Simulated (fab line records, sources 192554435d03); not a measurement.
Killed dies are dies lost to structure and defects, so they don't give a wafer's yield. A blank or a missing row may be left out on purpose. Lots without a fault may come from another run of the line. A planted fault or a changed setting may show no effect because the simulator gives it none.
Split-lot experiment | flow n5_finfet | 7 lots, 21 wafers read, on a route of 1938 steps

THE SPLIT
At N5_BEOL_M8_DESCUM_33 (chemistry O2, time 7 s), the setting time_s was moved away from the recipe's 7 s on 5 of the 21 wafers read, by -19.3% to +10.7%. The other wafers ran this setting at the recipe's value.

The file shows no step between the split and the reading.

THE READING
CAR-EUV_of_BEOL_M8_COAT_22.thk_nm (the simulator's own value, which no gauge read), in nm, at N5_BEOL_M8_ETCH_72 (etches underlayer in N2/H2, target depth 6.5 nm, time 5.2 s). The file gives no usual value for it. The 16 wafers here that ran the recipe average 20.3 nm, standard deviation 0.1 nm.

wafer  | tool, chamber at the split | time_s as run, s | against the recipe | CAR-EUV_of_BEOL_M8_COAT_22.thk_nm, nm | against lot-mates on the recipe
L075.3 | rie_diel-02, 1,2           | 7                | recipe             | 20.4                                  | -
L075.5 | rie_diel-02, 1             | 7.75             | +10.7%             | 20                                    | -0.3
L075.6 | rie_diel-02, 1,2           | 7                | recipe             | 20.2                                  | -
L077.1 | rie_diel-03, 3             | 7                | recipe             | 20.4                                  | -
L077.2 | rie_diel-03, 0             | 7                | recipe             | 20.4                                  | -
L077.6 | rie_diel-03, 3             | 5.919            | -15.4%             | 21                                    | +0.6
L083.1 | rie_diel-04, 1,2,1         | 7                | recipe             | 20.2                                  | -
L083.3 | rie_diel-04, 1,2,1         | 7                | recipe             | 20.2                                  | -
L083.6 | rie_diel-04, 1,2,1         | 7                | recipe             | 20.2                                  | -
L080.1 | rie_diel-03, 2,1           | 7                | recipe             | 20.4                                  | -
L080.3 | rie_diel-03, 2,1           | 7                | recipe             | 20.4                                  | -
L080.6 | rie_diel-03, 0             | 7                | recipe             | 20.4                                  | -
L091.2 | rie_diel-04, 3             | 7                | recipe             | 20.2                                  | -
L091.5 | rie_diel-04, 0,3           | 7                | recipe             | 20.2                                  | -
L091.6 | rie_diel-04, 0,3           | 7                | recipe             | 20.2                                  | -
L090.3 | rie_diel-03, 3,2           | 6.264            | -10.5%             | 20.6                                  | +0.2
L090.6 | rie_diel-03, 3,2           | 6.264            | -10.5%             | 20.6                                  | +0.2
L090.5 | rie_diel-03, 3             | 7                | recipe             | 20.4                                  | -
L095.2 | rie_diel-02, 0             | 7                | recipe             | 20.2                                  | -
L095.3 | rie_diel-02, 3             | 5.648            | -19.3%             | 21                                    | +0.7
L095.6 | rie_diel-02, 3             | 7                | recipe             | 20.4                                  | -
Where a row lists several chambers, the file gives one row for several wafers and doesn't say which wafer went through which chamber.

THE FIT
A straight line over all 21 wafers: CAR-EUV_of_BEOL_M8_COAT_22.thk_nm changes by -0.0355 nm for each +1% of time_s; r = -0.92; the points scatter about the line by 0.1 nm.
The same after taking each lot's own level away (the mean of its wafers on the recipe; 21 wafers): -0.032 nm for each +1%; r = -0.95; scatter 0.071 nm.
On that fit, the largest move of time_s shifts the reading by 0.62 nm.
The lots' own levels span 20.20 to 20.40 nm, that is 2.0 times the standard deviation above.
So the lot-to-lot level changes the slope: the two fits differ.
Check: with one of the wafers moved furthest among these (-19.3%) left out of the fit, the line predicts +0.561 nm for it against its lot-mates. It came out at +0.7 nm against them.

OTHER SPLITS ON THESE WAFERS
These wafers also went through other splits before the reading. Each is held against what the fit with the lots' levels taken away leaves over:
other split on the same wafers     | wafers away from the commonest value | r with CAR-EUV_of_BEOL_M8_COAT_22.thk_nm (lot level and that fit taken away)
N5_BEOL_M4_COAT_67 spin_rpm        | 9                                    | +0.11
N5_BEOL_M7_DESCUM_33 time_s        | 8                                    | -0.15
N5_BEOL_M7_TRENCH_ETCH_37 source_w | 6                                    | -0.33

THE WHOLE CHAIN: every reading that the file lists as answering this split, in the file's order
step                 | what it does                                                | reading                                                                            | change (the file's fit)                | r (the file's)
N5_BEOL_M8_DESCUM_33 | chemistry O2, time 7 s                                      | CAR-EUV_of_BEOL_M8_COAT_22.thk_nm (the simulator's own value, which no gauge read) | -0.0376 nm for each +1% of the setting | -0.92
N5_BEOL_M8_ETCH_72   | etches underlayer in N2/H2, target depth 6.5 nm, time 5.2 s | CAR-EUV_of_BEOL_M8_COAT_22.thk_nm (the simulator's own value, which no gauge read) | -0.0336 nm for each +1% of the setting | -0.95

THE FILE'S OWN FIT
CAR-EUV_of_BEOL_M8_COAT_22.thk_nm changes by -0.0336 nm for each +1% of time_s, r = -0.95.
